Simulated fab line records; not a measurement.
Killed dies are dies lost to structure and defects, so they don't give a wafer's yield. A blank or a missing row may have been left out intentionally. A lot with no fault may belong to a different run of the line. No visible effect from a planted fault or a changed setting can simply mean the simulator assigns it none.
Which of the tools did it? || flow nand-harc || 24 lots, 72 wafers sampled, at 5 steps of a route of 1159

## WHAT EACH GAUGE READ, for each wafer
NHARC_A_ONON_D1_THK_MEAS_30: measures by ellipsometry. Usual: thk-nm 998 nm, standard deviation 10.
{"lot": "L075", "measured": "day 7 22:22", "on": "film-metro-01", "thk-nm (nm)": "1009 1008 1011", "flag": ""}
{"lot": "L074", "measured": "day 7 22:37", "on": "film-metro-02", "thk-nm (nm)": "994 995 996", "flag": ""}
{"lot": "L076", "measured": "day 8 18:19", "on": "film-metro-01", "thk-nm (nm)": "1011 1008 1008", "flag": ""}
{"lot": "L078", "measured": "day 8 18:31", "on": "film-metro-01", "thk-nm (nm)": "1003 1002 1002", "flag": ""}
{"lot": "L077", "measured": "day 8 18:39", "on": "film-metro-02", "thk-nm (nm)": "1007 1006 1006", "flag": ""}
{"lot": "L080", "measured": "day 9 08:15", "on": "film-metro-01", "thk-nm (nm)": "1008 1007 1009", "flag": ""}
{"lot": "L079", "measured": "day 9 08:18", "on": "film-metro-01", "thk-nm (nm)": "975 978 976", "flag": ""}
{"lot": "L081", "measured": "day 9 21:17", "on": "film-metro-01", "thk-nm (nm)": "993 990 992", "flag": ""}
{"lot": "L082", "measured": "day 10 04:04", "on": "film-metro-02", "thk-nm (nm)": "1004 1004 1003", "flag": ""}
{"lot": "L083", "measured": "day 10 11:19", "on": "film-metro-01", "thk-nm (nm)": "974 978 974", "flag": ""}
{"lot": "L084", "measured": "day 10 15:23", "on": "film-metro-02", "thk-nm (nm)": "1003 1003 1004", "flag": ""}
{"lot": "L085", "measured": "day 10 15:23", "on": "film-metro-02", "thk-nm (nm)": "1004 1002 1005", "flag": ""}
{"lot": "L089", "measured": "day 11 15:55", "on": "film-metro-01", "thk-nm (nm)": "1005 1005 1005", "flag": ""}
{"lot": "L086", "measured": "day 11 15:55", "on": "film-metro-02", "thk-nm (nm)": "1000 1000 997", "flag": ""}
{"lot": "L087", "measured": "day 11 15:58", "on": "film-metro-01", "thk-nm (nm)": "1004 1004 1006", "flag": ""}
{"lot": "L088", "measured": "day 11 19:25", "on": "film-metro-02", "thk-nm (nm)": "980 981 982", "flag": ""}
{"lot": "L091", "measured": "day 12 08:09", "on": "film-metro-01", "thk-nm (nm)": "1002 1002 1004", "flag": ""}
{"lot": "L090", "measured": "day 12 08:10", "on": "film-metro-02", "thk-nm (nm)": "992 990 992", "flag": ""}
{"lot": "L092", "measured": "day 12 18:01", "on": "film-metro-01", "thk-nm (nm)": "1005 1003 1004", "flag": ""}
{"lot": "L094", "measured": "day 13 04:01", "on": "film-metro-02", "thk-nm (nm)": "1006 1005 1006", "flag": ""}
{"lot": "L093", "measured": "day 13 04:03", "on": "film-metro-02", "thk-nm (nm)": "995 996 994", "flag": ""}
{"lot": "L096", "measured": "day 13 13:36", "on": "film-metro-02", "thk-nm (nm)": "987 988 985", "flag": ""}
{"lot": "L095", "measured": "day 13 13:39", "on": "film-metro-01", "thk-nm (nm)": "1003 1002 1001", "flag": ""}
{"lot": "L097", "measured": "day 13 22:32", "on": "film-metro-02", "thk-nm (nm)": "988 985 987", "flag": ""}

NHARC_A_CHANNEL_HOLE_D1_CD_MEAS_18. Usual: cd-nm 99.3 nm, standard deviation 1.7.
{"lot": "L075", "measured": "day 8 05:59", "on": "cd-sem-02", "cd-nm (nm)": "99.2 96.6 100.9", "flag": ""}
{"lot": "L074", "measured": "day 8 05:25", "on": "cd-sem-02", "cd-nm (nm)": "99.5 99.3 99.8", "flag": ""}
{"lot": "L076", "measured": "day 8 22:58", "on": "cd-sem-01", "cd-nm (nm)": "100.0 98.2 97.4", "flag": ""}
{"lot": "L078", "measured": "day 8 23:04", "on": "cd-sem-01", "cd-nm (nm)": "98.1 100.9 98.0", "flag": ""}
{"lot": "L077", "measured": "day 8 23:15", "on": "cd-sem-01", "cd-nm (nm)": "96.9 101.4 102.9", "flag": ""}
{"lot": "L080", "measured": "day 9 12:40", "on": "cd-sem-03", "cd-nm (nm)": "102.3 102.5 101.3", "flag": ""}
{"lot": "L079", "measured": "day 9 14:17", "on": "cd-sem-01", "cd-nm (nm)": "96.3 98.5 96.3", "flag": ""}
{"lot": "L081", "measured": "day 10 02:01", "on": "cd-sem-01", "cd-nm (nm)": "100.9 98.1 97.5", "flag": ""}
{"lot": "L082", "measured": "day 10 08:58", "on": "cd-sem-01", "cd-nm (nm)": "99.3 100.9 101.7", "flag": ""}
{"lot": "L083", "measured": "day 10 15:53", "on": "cd-sem-03", "cd-nm (nm)": "99.7 99.1 99.8", "flag": ""}
{"lot": "L084", "measured": "day 10 19:49", "on": "cd-sem-01", "cd-nm (nm)": "97.9 98.3 97.2", "flag": ""}
{"lot": "L085", "measured": "day 10 20:20", "on": "cd-sem-03", "cd-nm (nm)": "101.2 97.9 100.6", "flag": ""}
{"lot": "L089", "measured": "day 11 21:49", "on": "cd-sem-03", "cd-nm (nm)": "101.0 101.5 101.1", "flag": ""}
{"lot": "L086", "measured": "day 11 20:21", "on": "cd-sem-02", "cd-nm (nm)": "100.2 97.4 98.8", "flag": ""}
{"lot": "L087", "measured": "day 11 20:39", "on": "cd-sem-03", "cd-nm (nm)": "99.1 100.4 98.0", "flag": ""}
{"lot": "L088", "measured": "day 12 00:12", "on": "cd-sem-01", "cd-nm (nm)": "99.4 97.4 97.6", "flag": ""}
{"lot": "L091", "measured": "day 12 12:43", "on": "cd-sem-01", "cd-nm (nm)": "98.1 100.7 98.4", "flag": ""}
{"lot": "L090", "measured": "day 12 12:53", "on": "cd-sem-02", "cd-nm (nm)": "101.9 97.7 97.7", "flag": ""}
{"lot": "L092", "measured": "day 12 23:23", "on": "cd-sem-02", "cd-nm (nm)": "101.2 100.7 102.1", "flag": ""}
{"lot": "L094", "measured": "day 13 08:59", "on": "cd-sem-01", "cd-nm (nm)": "97.7 102.3 99.2", "flag": ""}
{"lot": "L093", "measured": "day 13 09:37", "on": "cd-sem-01", "cd-nm (nm)": "96.8 99.3 96.6", "flag": ""}
{"lot": "L096", "measured": "day 13 19:49", "on": "cd-sem-02", "cd-nm (nm)": "99.6 100.4 97.2", "flag": ""}
{"lot": "L095", "measured": "day 13 20:59", "on": "cd-sem-01", "cd-nm (nm)": "99.1 100.2 101.0", "flag": ""}
{"lot": "L097", "measured": "day 14 04:04", "on": "cd-sem-02", "cd-nm (nm)": "99.2 98.1 96.8", "flag": ""}

NHARC_A_CHANNEL_HOLE_D1_CD_MEAS_30. Usual: cd-nm 90.2 nm, standard deviation 1.2.
{"lot": "L075", "measured": "day 8 13:16", "on": "cd-sem-02", "cd-nm (nm)": "91.4 91.2 90.4", "flag": ""}
{"lot": "L074", "measured": "day 8 11:02", "on": "cd-sem-01", "cd-nm (nm)": "89.1 90.9 90.1", "flag": ""}
{"lot": "L076", "measured": "day 9 04:35", "on": "cd-sem-02", "cd-nm (nm)": "88.8 88.5 88.8", "flag": ""}
{"lot": "L078", "measured": "day 9 04:47", "on": "cd-sem-02", "cd-nm (nm)": "90.8 88.4 88.7", "flag": ""}
{"lot": "L077", "measured": "day 9 08:45", "on": "cd-sem-03", "cd-nm (nm)": "89.7 90.5 90.2", "flag": ""}
{"lot": "L080", "measured": "day 9 18:14", "on": "cd-sem-02", "cd-nm (nm)": "90.1 90.5 91.1", "flag": ""}
{"lot": "L079", "measured": "day 9 20:02", "on": "cd-sem-03", "cd-nm (nm)": "89.1 91.0 92.4", "flag": ""}
{"lot": "L081", "measured": "day 10 07:46", "on": "cd-sem-02", "cd-nm (nm)": "88.8 88.3 89.4", "flag": ""}
{"lot": "L082", "measured": "day 10 14:35", "on": "cd-sem-01", "cd-nm (nm)": "90.9 88.6 88.3", "flag": ""}
{"lot": "L083", "measured": "day 10 21:37", "on": "cd-sem-03", "cd-nm (nm)": "91.2 90.4 91.1", "flag": ""}
{"lot": "L084", "measured": "day 11 01:34", "on": "cd-sem-03", "cd-nm (nm)": "91.0 89.4 90.9", "flag": ""}
{"lot": "L085", "measured": "day 11 01:55", "on": "cd-sem-03", "cd-nm (nm)": "88.8 91.1 89.0", "flag": ""}
{"lot": "L089", "measured": "day 12 06:10", "on": "cd-sem-02", "cd-nm (nm)": "89.0 89.2 91.5", "flag": ""}
{"lot": "L086", "measured": "day 12 01:59", "on": "cd-sem-01", "cd-nm (nm)": "90.5 91.9 91.0", "flag": ""}
{"lot": "L087", "measured": "day 12 02:14", "on": "cd-sem-03", "cd-nm (nm)": "89.2 91.8 90.3", "flag": ""}
{"lot": "L088", "measured": "day 12 09:49", "on": "cd-sem-01", "cd-nm (nm)": "90.2 90.7 89.3", "flag": ""}
{"lot": "L091", "measured": "day 12 18:19", "on": "cd-sem-02", "cd-nm (nm)": "90.5 88.7 88.6", "flag": ""}
{"lot": "L090", "measured": "day 12 18:37", "on": "cd-sem-03", "cd-nm (nm)": "90.1 87.0 92.3", "flag": ""}
{"lot": "L092", "measured": "day 13 04:57", "on": "cd-sem-01", "cd-nm (nm)": "91.6 91.3 90.9", "flag": ""}
{"lot": "L094", "measured": "day 13 14:34", "on": "cd-sem-01", "cd-nm (nm)": "92.0 89.6 89.7", "flag": ""}
{"lot": "L093", "measured": "day 13 15:16", "on": "cd-sem-01", "cd-nm (nm)": "90.7 88.8 91.2", "flag": ""}
{"lot": "L096", "measured": "day 14 01:34", "on": "cd-sem-02", "cd-nm (nm)": "88.0 90.1 87.4", "flag": ""}
{"lot": "L095", "measured": "day 14 05:44", "on": "cd-sem-01", "cd-nm (nm)": "90.4 90.6 89.3", "flag": ""}
{"lot": "L097", "measured": "day 14 14:53", "on": "cd-sem-02", "cd-nm (nm)": "90.4 89.2 91.3", "flag": ""}

NHARC_A_CHANNEL_FILL_D1_INSPECT_13. Usual: raw-defect-count 300, standard deviation 110.
{"lot": "L075", "measured": "day 10 12:59", "on": "defect-inspect-01", "raw-defect-count": "311 225 325", "flag": ""}
{"lot": "L074", "measured": "day 10 13:09", "on": "defect-inspect-01", "raw-defect-count": "305 433 200", "flag": ""}
{"lot": "L076", "measured": "day 11 08:39", "on": "defect-inspect-01", "raw-defect-count": "261 524 428", "flag": ""}
{"lot": "L078", "measured": "day 11 04:59", "on": "defect-inspect-01", "raw-defect-count": "325 203 357", "flag": ""}
{"lot": "L077", "measured": "day 11 11:28", "on": "defect-inspect-01", "raw-defect-count": "517 383 533", "flag": ""}
{"lot": "L080", "measured": "day 11 22:07", "on": "defect-inspect-01", "raw-defect-count": "249 378 261", "flag": ""}
{"lot": "L079", "measured": "day 11 22:07", "on": "defect-inspect-02", "raw-defect-count": "198 285 270", "flag": ""}
{"lot": "L081", "measured": "day 12 10:41", "on": "defect-inspect-01", "raw-defect-count": "246 227 175", "flag": ""}
{"lot": "L082", "measured": "day 12 18:57", "on": "defect-inspect-01", "raw-defect-count": "378 294 311", "flag": ""}
{"lot": "L083", "measured": "day 13 01:16", "on": "defect-inspect-02", "raw-defect-count": "223 126 172", "flag": ""}
{"lot": "L084", "measured": "day 13 01:35", "on": "defect-inspect-02", "raw-defect-count": "253 183 166", "flag": ""}
{"lot": "L085", "measured": "day 13 01:26", "on": "defect-inspect-02", "raw-defect-count": "244 198 196", "flag": ""}
{"lot": "L089", "measured": "day 14 14:15", "on": "defect-inspect-02", "raw-defect-count": "281 272 319", "flag": ""}
{"lot": "L086", "measured": "day 14 06:55", "on": "defect-inspect-02", "raw-defect-count": "260 253 256", "flag": ""}
{"lot": "L087", "measured": "day 14 06:46", "on": "defect-inspect-02", "raw-defect-count": "258 268 276", "flag": ""}
{"lot": "L088", "measured": "day 14 09:46", "on": "defect-inspect-02", "raw-defect-count": "248 381 207", "flag": ""}
{"lot": "L091", "measured": "day 14 22:31", "on": "defect-inspect-01", "raw-defect-count": "343 209 297", "flag": ""}
{"lot": "L090", "measured": "day 14 18:41", "on": "defect-inspect-01", "raw-defect-count": "355 327 321", "flag": ""}
{"lot": "L092", "measured": "day 15 07:22", "on": "defect-inspect-01", "raw-defect-count": "599 262 373", "flag": ""}
{"lot": "L094", "measured": "day 15 17:58", "on": "defect-inspect-01", "raw-defect-count": "277 132 229", "flag": ""}
{"lot": "L093", "measured": "day 15 17:58", "on": "defect-inspect-01", "raw-defect-count": "378 420 434", "flag": ""}
{"lot": "L096", "measured": "day 16 03:17", "on": "defect-inspect-01", "raw-defect-count": "335 486 563", "flag": ""}
{"lot": "L095", "measured": "day 16 09:03", "on": "defect-inspect-02", "raw-defect-count": "179 268 283", "flag": ""}
{"lot": "L097", "measured": "day 16 22:37", "on": "defect-inspect-02", "raw-defect-count": "158 309 187", "flag": ""}

## EACH LOT AND THE TOOL THAT RAN IT (in order: tool; ch and the chambers of the sampled wafers; start)
{"lot": "L075", "NHARC_A_CHANNEL_HOLE_D1_ETCH_33": "har-etch-01 ch 0,1, day 8 11:44"}
{"lot": "L074", "NHARC_A_CHANNEL_HOLE_D1_ETCH_33": "har-etch-02 ch 0,1, day 8 09:26"}
{"lot": "L076", "NHARC_A_CHANNEL_HOLE_D1_ETCH_33": "har-etch-01 ch 1, day 9 03:04"}
{"lot": "L078", "NHARC_A_CHANNEL_HOLE_D1_ETCH_33": "har-etch-02 ch 0,1, day 9 03:06"}
{"lot": "L077", "NHARC_A_CHANNEL_HOLE_D1_ETCH_33": "har-etch-01 ch 0,1, day 9 07:14"}
{"lot": "L080", "NHARC_A_CHANNEL_HOLE_D1_ETCH_33": "har-etch-02 ch 0,1, day 9 16:43"}
{"lot": "L079", "NHARC_A_CHANNEL_HOLE_D1_ETCH_33": "har-etch-01 ch 0,1, day 9 18:20"}
{"lot": "L081", "NHARC_A_CHANNEL_HOLE_D1_ETCH_33": "har-etch-01 ch 0,1, day 10 06:04"}
{"lot": "L082", "NHARC_A_CHANNEL_HOLE_D1_ETCH_33": "har-etch-02 ch 0,1, day 10 13:03"}
{"lot": "L083", "NHARC_A_CHANNEL_HOLE_D1_ETCH_33": "har-etch-01 ch 0,1, day 10 19:56"}
{"lot": "L084", "NHARC_A_CHANNEL_HOLE_D1_ETCH_33": "har-etch-02 ch 0,1, day 10 23:52"}
{"lot": "L085", "NHARC_A_CHANNEL_HOLE_D1_ETCH_33": "har-etch-01 ch 0,1, day 11 00:24"}
{"lot": "L089", "NHARC_A_CHANNEL_HOLE_D1_ETCH_33": "har-etch-02 ch 0,1, day 12 04:42"}
{"lot": "L086", "NHARC_A_CHANNEL_HOLE_D1_ETCH_33": "har-etch-02 ch 0,1, day 12 00:28"}
{"lot": "L087", "NHARC_A_CHANNEL_HOLE_D1_ETCH_33": "har-etch-01 ch 0,1, day 12 00:45"}
{"lot": "L088", "NHARC_A_CHANNEL_HOLE_D1_ETCH_33": "har-etch-01 ch 0, day 12 08:16"}
{"lot": "L091", "NHARC_A_CHANNEL_HOLE_D1_ETCH_33": "har-etch-01 ch 0,1, day 12 16:46"}
{"lot": "L090", "NHARC_A_CHANNEL_HOLE_D1_ETCH_33": "har-etch-02 ch 1, day 12 16:55"}
{"lot": "L092", "NHARC_A_CHANNEL_HOLE_D1_ETCH_33": "har-etch-01 ch 0,1, day 13 03:26"}
{"lot": "L094", "NHARC_A_CHANNEL_HOLE_D1_ETCH_33": "har-etch-02 ch 0, day 13 13:02"}
{"lot": "L093", "NHARC_A_CHANNEL_HOLE_D1_ETCH_33": "har-etch-01 ch 0,1, day 13 13:44"}
{"lot": "L096", "NHARC_A_CHANNEL_HOLE_D1_ETCH_33": "har-etch-02 ch 0,1, day 13 23:53"}
{"lot": "L095", "NHARC_A_CHANNEL_HOLE_D1_ETCH_33": "har-etch-02 ch 0,1, day 14 04:02"}
{"lot": "L097", "NHARC_A_CHANNEL_HOLE_D1_ETCH_33": "har-etch-02 ch 0,1, day 14 13:12"}
- NHARC_A_CHANNEL_HOLE_D1_ETCH_33: etches the open film in C4F8/O2/Ar, time 90 s, target depth 400 nm.

## WHAT THE TOOLS THEMSELVES READ (means of the sampled wafers that have a number; where no wafer has one, the mark that the record gives instead)
NHARC_A_CHANNEL_HOLE_D1_ETCH_33. Usual: drypump-motor-current-A 5.6 A, standard deviation 0.36; showerhead-plenum-p-Torr 3.79 Torr, standard deviation 0.072; throttle-valve-pct 27.618 %, standard deviation 0.0087.
{"lot": "L075", "tool": "har-etch-01", "drypump-motor-current-A (A)": 5.2, "showerhead-plenum-p-Torr (Torr)": 3.87, "throttle-valve-pct (%)": 27.627, "flag": ""}
{"lot": "L074", "tool": "har-etch-02", "drypump-motor-current-A (A)": 5.7, "showerhead-plenum-p-Torr (Torr)": 3.74, "throttle-valve-pct (%)": 27.623, "flag": ""}
{"lot": "L076", "tool": "har-etch-01", "drypump-motor-current-A (A)": 5.8, "showerhead-plenum-p-Torr (Torr)": 3.87, "throttle-valve-pct (%)": 27.616, "flag": ""}
{"lot": "L078", "tool": "har-etch-02", "drypump-motor-current-A (A)": 5.7, "showerhead-plenum-p-Torr (Torr)": 3.73, "throttle-valve-pct (%)": 27.619, "flag": ""}
{"lot": "L077", "tool": "har-etch-01", "drypump-motor-current-A (A)": 5.2, "showerhead-plenum-p-Torr (Torr)": 3.87, "throttle-valve-pct (%)": 27.618, "flag": ""}
{"lot": "L080", "tool": "har-etch-02", "drypump-motor-current-A (A)": 5.7, "showerhead-plenum-p-Torr (Torr)": 3.73, "throttle-valve-pct (%)": 27.625, "flag": ""}
{"lot": "L079", "tool": "har-etch-01", "drypump-motor-current-A (A)": 5.2, "showerhead-plenum-p-Torr (Torr)": 3.86, "throttle-valve-pct (%)": 27.624, "flag": ""}
{"lot": "L081", "tool": "har-etch-01", "drypump-motor-current-A (A)": 5.2, "showerhead-plenum-p-Torr (Torr)": 3.86, "throttle-valve-pct (%)": 27.614, "flag": ""}
{"lot": "L082", "tool": "har-etch-02", "drypump-motor-current-A (A)": 5.7, "showerhead-plenum-p-Torr (Torr)": 3.72, "throttle-valve-pct (%)": 27.626, "flag": ""}
{"lot": "L083", "tool": "har-etch-01", "drypump-motor-current-A (A)": 5.2, "showerhead-plenum-p-Torr (Torr)": 3.86, "throttle-valve-pct (%)": 27.616, "flag": ""}
{"lot": "L084", "tool": "har-etch-02", "drypump-motor-current-A (A)": 5.7, "showerhead-plenum-p-Torr (Torr)": 3.72, "throttle-valve-pct (%)": 27.618, "flag": ""}
{"lot": "L085", "tool": "har-etch-01", "drypump-motor-current-A (A)": 5.5, "showerhead-plenum-p-Torr (Torr)": 3.86, "throttle-valve-pct (%)": 27.617, "flag": ""}
{"lot": "L089", "tool": "har-etch-02", "drypump-motor-current-A (A)": 5.8, "showerhead-plenum-p-Torr (Torr)": 3.71, "throttle-valve-pct (%)": 27.623, "flag": ""}
{"lot": "L086", "tool": "har-etch-02", "drypump-motor-current-A (A)": 5.7, "showerhead-plenum-p-Torr (Torr)": 3.72, "throttle-valve-pct (%)": 27.620, "flag": ""}
{"lot": "L087", "tool": "har-etch-01", "drypump-motor-current-A (A)": 5.5, "showerhead-plenum-p-Torr (Torr)": 3.85, "throttle-valve-pct (%)": 27.620, "flag": ""}
{"lot": "L088", "tool": "har-etch-01", "drypump-motor-current-A (A)": 4.9, "showerhead-plenum-p-Torr (Torr)": 3.85, "throttle-valve-pct (%)": 27.617, "flag": ""}
{"lot": "L091", "tool": "har-etch-01", "drypump-motor-current-A (A)": 5.3, "showerhead-plenum-p-Torr (Torr)": 3.85, "throttle-valve-pct (%)": 27.618, "flag": ""}
{"lot": "L090", "tool": "har-etch-02", "drypump-motor-current-A (A)": 5.9, "showerhead-plenum-p-Torr (Torr)": 3.70, "throttle-valve-pct (%)": 27.613, "flag": ""}
{"lot": "L092", "tool": "har-etch-01", "drypump-motor-current-A (A)": 5.5, "showerhead-plenum-p-Torr (Torr)": 3.84, "throttle-valve-pct (%)": 27.616, "flag": ""}
{"lot": "L094", "tool": "har-etch-02", "drypump-motor-current-A (A)": 5.6, "showerhead-plenum-p-Torr (Torr)": 3.71, "throttle-valve-pct (%)": 27.621, "flag": ""}
{"lot": "L093", "tool": "har-etch-01", "drypump-motor-current-A (A)": 5.2, "showerhead-plenum-p-Torr (Torr)": 3.84, "throttle-valve-pct (%)": 27.615, "flag": ""}
{"lot": "L096", "tool": "har-etch-02", "drypump-motor-current-A (A)": 5.7, "showerhead-plenum-p-Torr (Torr)": 3.71, "throttle-valve-pct (%)": 27.624, "flag": ""}
{"lot": "L095", "tool": "har-etch-02", "drypump-motor-current-A (A)": 5.8, "showerhead-plenum-p-Torr (Torr)": 3.70, "throttle-valve-pct (%)": 27.620, "flag": ""}
{"lot": "L097", "tool": "har-etch-02", "drypump-motor-current-A (A)": 5.8, "showerhead-plenum-p-Torr (Torr)": 3.69, "throttle-valve-pct (%)": 27.613, "flag": ""}

## THE ANSWER, worked out from the rows above alone
Rule: lot off if the mean of its wafers having a number is beyond 3 standard deviations from the usual mean. A lot without any number at a reading at which 4 lots or more have one is off too. The other lots that the step has rows for count as sound. After the gauges, taken in route order, come the tools' own readings; for these a lot's mean is taken, as printed above. The first step at which some lot is off is used, and at that step the reading that is off furthest; a lot without a number counts as furthest.
No lot is off at any reading shown: from this, nothing can be told.

## WHAT THE SIMULATOR HAD PUT IN
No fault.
